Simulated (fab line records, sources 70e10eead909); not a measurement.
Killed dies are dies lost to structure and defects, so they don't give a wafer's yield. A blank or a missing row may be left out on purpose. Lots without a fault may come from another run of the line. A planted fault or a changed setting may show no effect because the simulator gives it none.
A struck lot beside a sound one | flow nand_harc | 40 steps out of a route of 1302
Sound: wafers L564.2, L564.3, L564.4. Struck: wafer L570.5. (L570.6 of the same lot was not struck and is left out.) The cause comes at the end.
At each step with rows: each side's tool, then ch and its chambers, then its first start. Under that, the readings that differ: sound wafers | struck wafers | difference of the means | sigmas: that difference in standard deviations of wafers without a fault.
alike: readings whose means differ by less than 2 such deviations, and words and numbers that are the same on both sides. not compared: withheld readings, readings that some wafer has no value for, bounds like >300 that may hide the same value, and numbers for which the record gives no deviation and whose values overlap.
The two part at a step that has a row with sigmas, a row that says differs or no value, or rows on one side only. Numbers that don't overlap but have no deviation are shown without sigmas and don't part them. A reading that every wafer of one side lacks parts them only if that side has two wafers or more.

NHARC_THIN_TSV_ETCH_44: etches the open film in CF4/O2, target depth 1594.2 nm, time 797.1 s.
  sound on rie_diel-04 ch 0,1,3, day 24 04:31; struck on rie_diel-04 ch 3, day 25 12:02
  reading                | sound                | struck | difference | sigmas
  throttle_valve_pct (%) | 16.899 16.914 16.926 | 16.881 | -0.032     | -3
  alike: drypump_motor_current_A, oes_product_au, rf_fwd_power_W, rf_vpp_V, showerhead_plenum_p_Torr
  not compared: rf_hours_counter_h
then, 1 step without rows for these wafers: NHARC_THIN_TSV_ETCH_15 (target depth 3000 nm, bosch target overetch cycles 2, bosch etch step 2.8 s).
NHARC_THIN_TSV_CD_MEAS_16:
  sound on cd_sem-02, day 24 05:14; struck on cd_sem-01, day 25 12:32
  alike: cd_nm
then, 5 steps without rows for these wafers: NHARC_THIN_TSV_STRIP_45 (strips in O2); NHARC_THIN_TSV_STRIP_46 (strips in post etch residue remover, time 1200 s); NHARC_THIN_TSV_DEP_47 (deposits SiO2, target thk 200 nm); NHARC_THIN_TSV_ETCHBACK_48 (etches the open film in C4F8/Ar, target depth 1028.5 nm, time 405.17 s); NHARC_THIN_TSV_STRIP_62 (strips in N2/H2, time 20 s).
NHARC_THIN_TSV_DEGAS_49: time 120 s.
  sound on pvd_sputter-01, day 24 07:02; struck on pvd_sputter-03, day 25 14:22
  alike: heater_power_w
then, 3 steps without rows for these wafers: NHARC_THIN_TSV_PRE_CLEAN_50 (time 30 s); NHARC_THIN_TSV_PVD_19 (deposits TaN, target thk 20 nm); NHARC_THIN_TSV_PVD_51 (deposits Cu, target thk 100 nm).
NHARC_THIN_TSV_ECD_20: material Cu, target thk 2000 nm.
  sound on ecd_cu-02 ch 0,1, day 24 07:37; struck on ecd_cu-01 ch 0,1, day 25 15:10
NHARC_THIN_TSV_ANNEAL_52: time 90 s.
  sound on rtp_anneal-02 ch 0, day 24 08:17; struck on rtp_anneal-01 ch 0, day 25 15:43
  alike: wafer_temp_C_max
then, 14 steps without rows for these wafers: NHARC_THIN_TSV_CMP_21 (polishes, t overpolish 30 s, target thk 2000 nm); NHARC_THIN_TSV_SRD_23; NHARC_THIN_TSV_DEGAS_53 (time 60 s); NHARC_THIN_TSV_PRE_CLEAN_54 (time 30 s); NHARC_THIN_TSV_PVD_55 (deposits TiN, target thk 50 nm); NHARC_THIN_TSV_PVD_24 (deposits Al, target thk 800 nm); NHARC_THIN_TSV_DEHYDRATE_25 (time 120 s); NHARC_THIN_TSV_HMDS_26 (time 30 s); NHARC_THIN_TSV_COAT_27; NHARC_THIN_TSV_SOFTBAKE_28 (time 95 s); NHARC_THIN_TSV_EBR_29; NHARC_THIN_TSV_EXPOSE_30 (exposes mask PAD); NHARC_THIN_TSV_PEB_31 (peb time 85 s); NHARC_THIN_TSV_DEVELOP_32 (time 70 s).
NHARC_THIN_TSV_CD_MEAS_33: target cd 5000 nm.
  sound on cd_sem-03 ch 0, day 24 10:11; struck on cd_sem-02 ch 0, day 25 17:28
  alike: cd_nm
then, 2 steps without rows for these wafers: NHARC_THIN_TSV_HARDBAKE_34 (time 80 s); NHARC_THIN_TSV_DESCUM_35 (chemistry O2, time 3 s).
NHARC_THIN_TSV_ETCH_59: etches the open film in Cl2/BCl3, target depth 880 nm, time 138.1 s.
  sound on rie_metal-01 ch 0,1, day 24 10:31; struck on rie_metal-02 ch 1, day 25 17:52
  alike: drypump_motor_current_A, mfc_cl2_sccm, oes_product_au, rf_fwd_power_W, throttle_valve_pct
  not compared: rf_hours_counter_h
then, 1 step without rows for these wafers: NHARC_THIN_TSV_ETCH_36 (etches the open film in Cl2/BCl3, target depth 65 nm, time 18.571 s).
NHARC_THIN_TSV_STRIP_56: strips in O2.
  sound on plasma_asher-02 ch 0,1, day 24 10:50; struck on plasma_asher-02 ch 0, day 25 18:17
  alike: drypump_motor_current_A, heater_power_w
  not compared: rf_hours_counter_h
then, 1 step without rows for these wafers: NHARC_THIN_TSV_STRIP_57 (strips in post etch residue remover, time 1200 s).
NHARC_THIN_TSV_CD_MEAS_37:
  sound on cd_sem-01, day 24 11:38; struck on cd_sem-03, day 25 18:53
  alike: cd_nm
then, 1 step without rows for these wafers: NHARC_THIN_TSV_ANNEAL_58 (time 1800 s).
NHARC_THIN_TSV_INSPECT_40:
  sound on defect_inspect-01, day 24 16:10; struck on defect_inspect-01, day 25 23:23
  alike: raw_defect_count
NHARC_END_WLT_00:
  the record has rows for the sound wafers here (prober-01, day 24 16:43) and none for the struck ones
NHARC_END_SORT_01:
  sound on prober-01 ch 0, day 24 20:05; struck on prober-02 ch 0, day 26 05:37
  reading                  | sound          | struck | difference | sigmas
  defect_limited_yield (%) | 89.2 89.5 89.8 | 0      | -90        | -37
  killed_at_other          | 0 0 0          | 620    | +620       | +99 or more
  killed_dies              | 73 71 69       | 677    | +606       | +38
  sort_bin_2_pct (%)       | 3.7 3.7 3.8    | 94.8   | +91.1      | +83
  sort_n_pass              | 604 606 608    | 0      | -606       | -38
  sort_rim_yield_pct (%)   | 82 86 95       | 0      | -88        | -15
  sort_yield_pct (%)       | 89.2 89.5 89.8 | 0      | -90        | -37
  alike: killed_at_array, killed_at_periphery, killed_open, killed_short, sort_bin_3_pct, sort_bin_4_pct

WHERE THEY PART
First at NHARC_THIN_TSV_ETCH_44; last, within this record, at NHARC_END_SORT_01.

WHY: what the simulator had put in
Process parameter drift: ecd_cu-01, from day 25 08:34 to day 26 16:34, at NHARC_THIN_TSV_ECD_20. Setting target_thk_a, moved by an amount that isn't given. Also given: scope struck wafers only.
